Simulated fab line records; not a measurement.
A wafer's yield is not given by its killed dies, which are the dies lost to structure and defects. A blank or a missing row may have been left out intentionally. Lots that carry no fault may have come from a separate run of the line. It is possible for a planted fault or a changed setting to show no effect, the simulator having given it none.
fab line records	flow nandHarc
record lots=14	wafers=42	lastDay=24
route steps=1159 shown A_CONTACT@949 A_BLC@987
lots with no fault: from the same line, run without faults
startH: hours from the record's first day to the start of the lot's first wafer shown	waitH: hours since the lot's step before	" identical to the entry in the row above	L1.1+2: one row covering several wafers at once	- value missing, or start not given	* or withheld: withheld	< > ~ a bound
route shown NAME@n: names a module that has steps shown in the file, with the first one's number in the route	usual: mean/standard deviation of fault-free wafers	same: alike in all rows	chamber/n: place in a boat	sites: per-site readings	_std_site: the values' standard deviation	_edge_site: the outer-site mean with the inner-site mean subtracted	radiusMm: for every site, how far away it sits from the centre of the wafer	mask NAME#n: copy n	behind: the tool/chamber that last shaped the wafer	hold: the reason the lot was held/the length of the hold in hours/how it ended	device: names the non-switching transistor (n, p or np)	end of line: at the end of the route, the tests of the same wafers	a step given without rows: its recipe and nothing more	killed: count of dies lost to structure and defects at first sort (not the wafer's yield)	map: shows each die of a wafer: x if killed, . if not, _ if none is there
set.NAME: the run value of the setting; set.NAME@STEP: its run value at that earlier step	model.NAME: the simulator's own value behind a step, which no gauge read
the route's steps for a sample of lots (tables are steps, rows are wafers)
services: a tool's chamber out of use, with start hour (startH, from the record's first day; less than 0 if before it), hours out, and reason
## steps
# step NHARC_A_CONTACT_ETCH_92
# recipe targetDepthA=400	overEtchFrac=0.5	timeS=85.7	ionEnergyEv=120	ch3fFlowSccm=50	o2FlowSccm=30	arFlowSccm=200	rfW=500	biasW=100	chemistry=CH3F/O2
# usual drypumpMotorCurrentA=5.75/0.25	o2FlowSccm=30.00/0.1	oesProductAu=0.936/0.026	rfVppV=244.4/1.7	showerheadPlenumPTorr=2.47/0.11	throttleValvePct=20.663/0.0091
lot.wafer	tool	chamber	startH	waitH	drypumpMotorCurrentA	o2FlowSccm	oesProductAu	rfHoursCounterH	rfVppV	showerheadPlenumPTorr	throttleValvePct
L515.2	rieDiel-02	1	390.72	0.4	5.51	29.89	0.923	18	243.1	2.32	20.672
L515.1	"	3	"	"	6.12	30.19	0.915	19	245.2	2.52	20.651
L515.5	"	1	"	"	5.51	29.83	0.934	-	243.4	2.32	20.682
L516.4	rieDiel-01	0	394.99	0.3	6.17	29.93	1.005	15	246.8	2.50	20.667
L516.1	"	2	"	"	5.70	30.03	0.980	15	247.7	2.57	20.673
L516.6	"	0	"	"	6.17	30.06	1.013	-	243.4	2.50	20.667
L517.1	rieDiel-01	2	396.28	0.4	5.68	30.02	0.916	15	246.2	2.57	20.677
L517.2	"	1	"	"	5.88	30.12	0.930	16	245.0	2.56	20.651
L517.6	"	3	"	"	5.67	30.06	0.937	-	241.5	2.27	20.673
L514.4	rieDiel-07	3	401.61	0.4	5.45	29.92	0.927	65	244.6	2.45	20.673
L514.1	"	0	"	"	5.69	30.16	0.924	62	245.1	2.53	20.668
L514.6	"	3	"	"	5.44	30.06	0.937	-	242.9	2.45	20.675
L519.4	rieDiel-01	0	406.91	0.3	6.17	29.90	0.924	18	245.6	2.50	20.664
L519.2	"	3	"	"	5.68	29.96	0.936	16	241.9	2.27	20.662
L519.6	"	0	"	"	6.17	30.03	0.933	-	246.0	2.50	20.666
L520.3	rieDiel-02	2	421.83	0.3	5.15	30.21	0.998	32	245.9	2.62	20.663
L520.4	"	3	"	"	6.08	29.73	1.004	30	244.0	2.51	20.655
L520.5	"	1	"	"	5.47	30.02	0.999	-	242.5	2.31	20.677
L521.2	rieDiel-01	1	427.60	0.3	5.86	30.02	0.942	22	246.8	2.56	20.663
L521.1	"	2	"	"	5.69	29.82	0.920	21	246.1	2.56	20.661
L521.6	"	0	"	"	6.17	30.02	0.949	-	246.0	2.50	20.654
L522.1	rieDiel-07	3	437.09	0.4	5.45	29.99	1.002	9	244.0	2.44	20.663
L522.5	"	0	"	"	5.69	30.06	1.006	-	245.5	2.53	20.673
L522.6	"	1	"	"	5.63	30.03	0.996	-	244.6	2.46	20.667
L526.1	rieDiel-02	2	451.05	0.3	5.17	29.85	0.917	43	247.0	2.62	20.650
L526.2	"	3	"	"	6.11	30.17	0.916	42	245.7	2.51	20.660
L526.4	"	0	"	"	5.83	29.91	0.930	43	243.2	2.35	20.667
L525.1	rieDiel-01	1	463.48	0.4	5.90	29.91	0.936	29	245.4	2.55	20.660
L525.3	"	2	"	"	5.70	29.94	0.926	28	244.8	2.56	20.664
L525.5	"	1	"	"	5.86	30.13	0.935	-	245.3	2.55	20.658
L532.1	rieDiel-07	2	495.10	0.4	5.64	29.86	0.921	29	244.6	2.50	20.664
L532.4	"	3	"	"	5.45	29.96	0.930	30	242.8	2.44	20.641
L532.5	"	0	"	"	5.70	30.01	0.930	-	243.9	2.52	20.674
L534.3	rieDiel-07	1	511.66	0.3	5.64	29.94	0.930	37	243.8	2.45	20.671
L534.4	"	0	"	"	5.70	30.01	0.918	38	244.1	2.52	20.674
L534.6	"	2	"	"	5.63	29.98	0.919	-	244.9	2.49	20.657
L533.2	rieDiel-01	0	514.27	0.6	6.16	30.09	0.932	4	243.4	2.49	20.680
L533.4	"	2	"	"	5.74	29.89	0.917	4	245.3	2.56	20.663
L533.6	"	3	"	"	5.64	30.05	0.911	-	247.3	2.66	20.672
L537.1	rieDiel-02	1	523.34	0.3	5.51	30.02	0.913	3	242.0	2.30	20.656
L537.5	"	3	"	"	6.10	30.02	0.914	-	244.5	2.50	20.650
L537.4	"	0	"	"	5.84	29.89	0.930	-	242.4	2.34	20.657
# step NHARC_A_CONTACT_STRIP_26
# recipe o2FlowSccm=500	arFlowSccm=0	biasW=0	chemistry=O2
# usual drypumpMotorCurrentA=5.74/0.25	o2FlowSccm=500.1/1.5	oesProductAu=1.000/0.0077	rfVppV=57.8/0.84	showerheadPlenumPTorr=3.56/0.14	throttleValvePct=17.036/0.0099
lot.wafer	tool	chamber	startH	waitH	drypumpMotorCurrentA	o2FlowSccm	oesProductAu	rfHoursCounterH	rfVppV	showerheadPlenumPTorr	throttleValvePct
L515.1	rieDiel-07	2	-	-	5.63	499.9	1.002	58	57.2	3.60	17.036
L515.2	"	3	"	"	5.49	500.4	0.992	62	58.4	3.52	17.044
L515.5	"	0	"	"	5.71	501.2	0.998	-	56.6	3.63	17.034
L516.4	rieDiel-01	0	-	-	6.18	500.1	1.007	15	56.9	3.59	17.054
L516.1	"	3	"	"	5.67	501.2	1.005	14	57.2	3.27	17.050
L516.6	"	1	"	"	5.89	499.7	0.996	-	58.8	3.67	17.049
L517.2	rieDiel-01	2	-	-	5.73	499.4	0.990	15	58.3	3.68	17.036
L517.1	"	0	"	"	6.20	498.0	1.006	15	58.0	3.59	17.027
L517.6	"	1	"	"	5.94	500.9	0.987	-	58.2	3.67	17.035
L514.4	rieDiel-07	1	-	-	5.57	501.0	1.009	61	58.4	3.53	17.029
L514.1	"	3	"	"	5.51	501.8	1.000	65	59.1	3.51	17.021
L514.6	"	1	"	"	5.59	499.2	1.004	-	57.4	3.53	17.040
L519.4	rieDiel-02	0	-	-	5.85	499.6	1.010	24	55.9	3.39	17.028
L519.2	"	2	"	"	5.15	497.7	0.993	26	58.3	3.76	17.028
L519.6	"	0	"	"	5.84	500.2	0.991	-	57.0	3.39	17.039
L520.4	rieDiel-02	2	-	-	5.17	500.8	0.997	32	59.6	3.75	17.034
L520.3	"	0	"	"	5.86	500.3	0.995	29	57.4	3.38	17.035
L520.5	"	3	"	"	6.11	502.7	1.000	-	58.0	3.61	17.046
L521.2	rieDiel-01	0	-	-	6.19	501.7	1.000	21	59.3	3.58	17.033
L521.1	"	1	"	"	5.91	497.6	1.011	22	58.1	3.66	17.024
L521.6	"	0	"	"	6.19	499.3	1.017	-	58.0	3.59	17.029
L522.1	rieDiel-07	1	-	-	5.64	501.9	1.013	8	57.1	3.53	17.020
L522.6	"	3	"	"	5.47	496.8	1.014	-	58.3	3.51	17.040
L522.5	"	0	"	"	5.71	501.6	1.000	-	57.1	3.63	17.028
L526.1	rieDiel-01	1	-	-	5.90	498.7	1.007	27	57.9	3.66	17.003
L526.4	"	2	"	"	5.68	500.5	0.993	25	60.2	3.67	17.038
L526.2	"	3	"	"	5.69	500.9	0.997	25	56.6	3.27	17.037
L525.3	rieDiel-02	1	-	-	5.52	502.0	0.992	47	57.2	3.32	17.043
L525.1	"	2	"	"	5.16	500.2	1.006	46	57.4	3.75	17.029
L525.5	"	1	"	"	5.49	500.1	1.008	-	57.3	3.32	17.037
L532.1	rieDiel-07	2	-	-	5.64	500.5	1.001	30	58.8	3.58	17.036
L532.4	"	3	"	"	5.43	499.9	1.012	32	58.1	3.50	17.034
L532.5	"	1	"	"	5.59	497.3	0.992	-	57.0	3.52	17.033
L534.3	rieDiel-01	1	-	-	5.87	498.8	1.007	3	58.9	3.66	17.053
L534.4	"	2	"	"	5.73	498.5	1.007	3	59.1	3.67	17.050
L534.6	"	2	"	"	5.69	501.8	1.004	-	57.0	3.67	17.031
L533.4	rieDiel-07	2	-	-	5.64	500.6	0.994	39	57.0	3.58	17.034
L533.2	"	3	"	"	5.51	501.0	0.995	40	57.5	3.49	17.031
L533.6	"	1	"	"	5.63	501.2	0.981	-	58.0	3.51	17.033
L537.1	rieDiel-07	1	-	-	5.61	500.2	1.007	43	58.8	3.51	17.042
L537.4	"	2	"	"	5.63	498.9	0.999	43	58.3	3.58	17.006
L537.5	"	1	"	"	5.64	504.0	0.991	-	58.1	3.51	17.032
# step NHARC_A_BLC_PVD_32
# recipe targetThkA=50	chamberPressurePa=5	powerW=5000	substrateTempC=200	timeS=17.7	material=Ti
# usual throttleValvePct=30.5/1
lot.wafer	tool	chamber	startH	waitH	throttleValvePct
L515.2	pvdSputter-01	-	-	-	29.6
L515.1	"	-	"	"	31.8
L515.5	"	-	"	"	29.9
L516.4	pvdSputter-01	-	-	-	31.5
L516.1	"	-	"	"	29.3
L516.6	"	-	"	"	32.1
L517.2	pvdSputter-03	-	-	-	31.6
L517.1	"	-	"	"	30.0
L517.6	"	-	"	"	31.8
L514.4	pvdSputter-03	-	-	-	30.8
L514.1	"	-	"	"	30.0
L514.6	"	-	"	"	30.9
L519.2	pvdSputter-01	-	-	-	32.1
L519.4	"	-	"	"	30.4
L519.6	"	-	"	"	31.9
L520.4	pvdSputter-03	-	-	-	30.8
L520.3	"	-	"	"	31.5
L520.5	"	-	"	"	29.9
L521.1	pvdSputter-01	-	-	-	29.6
L521.2	"	-	"	"	30.4
L521.6	"	-	"	"	30.0
L522.1	pvdSputter-01	-	-	-	29.8
L522.6	"	-	"	"	32.0
L522.5	"	-	"	"	29.8
L526.1	pvdSputter-02	-	-	-	31.5
L526.2	"	-	"	"	29.1
L526.4	"	-	"	"	32.2
L525.3	pvdSputter-03	-	-	-	30.1
L525.1	"	-	"	"	29.5
L525.5	"	-	"	"	30.3
L532.1	pvdSputter-02	-	-	-	32.1
L532.4	"	-	"	"	31.5
L532.5	"	-	"	"	32.0
L534.3	pvdSputter-02	-	-	-	32.2
L534.4	"	-	"	"	29.0
L534.6	"	-	"	"	31.7
L533.4	pvdSputter-03	-	-	-	29.9
L533.2	"	-	"	"	29.9
L533.6	"	-	"	"	30.4
L537.1	pvdSputter-02	-	-	-	31.7
L537.4	"	-	"	"	29.2
L537.5	"	-	"	"	32.0
# step NHARC_A_BLC_CVD_24
# recipe targetThkA=1500	tempC=300	pressureTorr=40	wf6FlowSccm=40	h2FlowSccm=1600	arFlowSccm=1560	timeS=434	material=W
# usual heaterPowerW=477/69	throttleValvePct=7.9/0.36
lot.wafer	tool	chamber	startH	waitH	heaterPowerW	throttleValvePct
L515.2	cvdW-02	1	397.40	-	368	7.8
L515.1	"	0	"	"	554	7.1
L515.5	"	1	"	"	364	8.1
L516.1	cvdW-02	0	400.67	-	548	7.3
L516.4	"	0	"	"	554	7.1
L516.6	"	1	"	"	368	8.0
L517.1	cvdW-02	0	402.20	-	544	7.5
L517.2	"	1	"	"	363	8.0
L517.6	"	0	"	"	554	7.2
L514.1	cvdW-02	1	407.22	-	362	8.0
L514.4	"	1	"	"	359	8.1
L514.6	"	1	"	"	362	8.1
L519.2	cvdW-02	1	415.79	-	360	8.2
L519.4	"	1	"	"	360	8.2
L519.6	"	1	"	"	353	8.2
L520.4	cvdW-01	0	434.16	-	462	8.1
L520.3	"	1	"	"	507	8.2
L520.5	"	0	"	"	467	8.0
L521.2	cvdW-01	1	435.01	-	518	8.2
L521.1	"	0	"	"	465	7.9
L521.6	"	0	"	"	473	8.1
L522.1	cvdW-01	0	444.39	-	471	7.8
L522.6	"	0	"	"	471	8.1
L522.5	"	1	"	"	532	8.2
L526.1	cvdW-01	1	463.32	-	516	8.4
L526.2	"	0	"	"	476	8.1
L526.4	"	1	"	"	529	8.1
L526.1	cvdW-01	1	464.18	0.8	502	8.1
L526.2	"	0	"	"	488	7.8
L526.4	"	1	"	"	516	8.3
L525.1	cvdW-01	0	472.31	-	482	8.3
L525.3	"	0	"	"	476	7.9
L525.5	"	1	"	"	518	7.9
L525.1	cvdW-01	0	473.72	1.3	484	7.7
L525.3	"	0	"	"	475	7.9
L525.5	"	1	"	"	516	8.3
L532.1	cvdW-02	0	508.67	-	556	7.6
L532.4	"	0	"	"	552	7.5
L532.5	"	0	"	"	557	7.3
L534.4	cvdW-02	0	520.04	-	555	7.2
L534.3	"	1	"	"	362	7.9
L534.6	"	1	"	"	363	8.1
L533.2	cvdW-02	0	526.95	-	550	7.5
L533.4	"	0	"	"	544	7.5
L533.6	"	0	"	"	553	7.5
L537.1	cvdW-01	1	532.07	-	485	7.9
L537.4	"	0	"	"	481	7.6
L537.5	"	0	"	"	473	7.8
# step NHARC_A_BLC_CMP_25
# recipe tOverpolishS=30	targetThkNm=150
# usual motorCurrentA=12.2/1.4	overpolishRunS=30.000/0.009	timeToEndpointS=29.1/2.2
lot.wafer	tool	chamber	startH	waitH	motorCurrentA	overpolishRunS	timeToEndpointS
L515.1	cmp-01	1	397.95	0.4	12.5	30.011	28.3
L515.2	"	2	"	"	10.7	30.007	30.5
L515.5	"	1	"	"	11.7	29.992	29.7
L516.4	cmp-01	3	401.20	0.3	11.8	29.992	27.8
L516.1	"	1	"	"	12.9	29.990	26.5
L516.6	"	0	"	"	12.6	29.991	25.6
L517.1	cmp-03	1	402.77	0.5	14.4	29.994	26.3
L517.2	"	3	"	"	12.3	30.001	28.4
L517.6	"	1	"	"	14.1	30.006	27.8
L514.1	cmp-02	3	407.68	0.4	14.8	30.014	29.2
L514.4	"	1	"	"	11.9	30.009	31.8
L514.6	"	3	"	"	14.9	30.007	30.3
L519.2	cmp-03	3	416.26	0.4	11.9	30.001	29.2
L519.4	"	0	"	"	9.7	29.994	29.9
L519.6	"	0	"	"	10.3	30.014	32.2
L520.3	cmp-01	2	434.57	0.3	12.0	29.996	28.3
L520.4	"	0	"	"	12.0	29.986	28.2
L520.5	"	1	"	"	12.2	30.005	26.0
L521.2	cmp-03	1	435.57	0.5	14.6	30.002	28.2
L521.1	"	3	"	"	12.6	30.017	29.6
L521.6	"	0	"	"	10.3	29.994	27.4
L522.1	cmp-01	3	445.02	0.6	11.3	29.978	28.5
L522.5	"	0	"	"	12.1	29.989	29.9
L522.6	"	1	"	"	12.7	30.008	26.7
L526.1	cmp-03	3	464.76	0.5	12.9	29.994	59.8
L526.4	"	1	"	"	13.8	29.992	61.9
L526.2	"	2	"	"	12.4	29.998	64.2
L525.1	cmp-03	2	474.27	0.5	12.7	30.009	60.0
L525.3	"	0	"	"	9.8	30.011	60.4
L525.5	"	2	"	"	12.7	29.986	60.9
L532.1	cmp-03	2	509.12	0.4	13.6	29.982	31.4
L532.4	"	1	"	"	12.7	29.995	27.4
L532.5	"	3	"	"	12.1	29.990	24.7
L534.4	cmp-01	3	520.42	0.3	11.1	30.002	28.0
L534.3	"	1	"	"	12.7	29.978	26.4
L534.6	"	0	"	"	12.6	30.001	25.9
L533.4	cmp-03	3	527.50	0.3	13.1	30.006	25.9
L533.2	"	0	"	"	9.3	30.004	30.0
L533.6	"	0	"	"	9.8	29.997	29.8
L537.1	cmp-01	1	532.63	0.5	12.4	29.997	22.6
L537.4	"	3	"	"	11.5	29.994	25.8
L537.5	"	0	"	"	12.4	29.991	26.8
## services
tool	chamber	startH	hours	kind
cmp-03	-	369.79	1.7	repair
cmp-01	-	375.61	4.0	pm
cvdW-02	-	376.08	13.0	pm
cmp-03	-	378.91	5.8	repair
rieDiel-07	0	379.37	1.6	repair
pvdSputter-02	-	392.04	10.0	pm
cmp-02	-	398.50	2.2	repair
cmp-01	-	403.67	3.1	repair
rieDiel-07	-	405.36	9.0	pm
pvdSputter-03	-	407.97	4.2	repair
rieDiel-02	1	414.90	1.6	repair
pvdSputter-01	-	415.92	9.9	repair
cmp-02	-	422.50	4.0	pm
pvdSputter-03	-	431.22	2.3	repair
cmp-03	-	450.05	4.0	pm
pvdSputter-03	-	458.00	10.0	pm
cmp-01	-	473.61	4.0	pm
cvdW-01	-	479.19	13.0	pm
rieDiel-01	-	491.81	9.0	pm
cmp-02	-	505.33	4.3	repair
rieDiel-02	-	505.80	9.0	pm
cvdW-01	-	506.26	3.2	repair
pvdSputter-01	-	514.04	10.0	pm
rieDiel-02	2	517.17	6.9	repair
## key
firstSign step=NHARC_A_BLC_CVD_24	reading=visit	direction=added
effect step=NHARC_A_BLC_CMP_25	reading=timeToEndpointS	direction=up	sigmas=15	usual=*	struck=*
metAt NHARC_A_BLC_CVD_24
struckLots L525,L526
sortLeftOut L525.1,L525.3,L525.5,L526.1,L526.2,L526.4
testerLeftOut L525,L526
notActingAt NHARC_A_CONTACT_ETCH_92,NHARC_A_CONTACT_STRIP_26,NHARC_A_BLC_PVD_32
fault kind=repeatedStepWhole	tool=cvdW-01,cvdW-02	chamber=-	onsetH=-	steps=NHARC_A_BLC_CVD_24	times=1	scope=struckLotsOnly
# testerLeftOut: of these lots the tester's yield and bins aren't shown, on N5 and GAA mostly nor the transistor test; their killed dies are dies lost to structure and defects alone, not to doping, threshold or leakage, so they don't give the yield
# sortLeftOut: the simulated sort isn't trusted on such a fault, so these wafers' sort isn't shown, and their yield isn't known
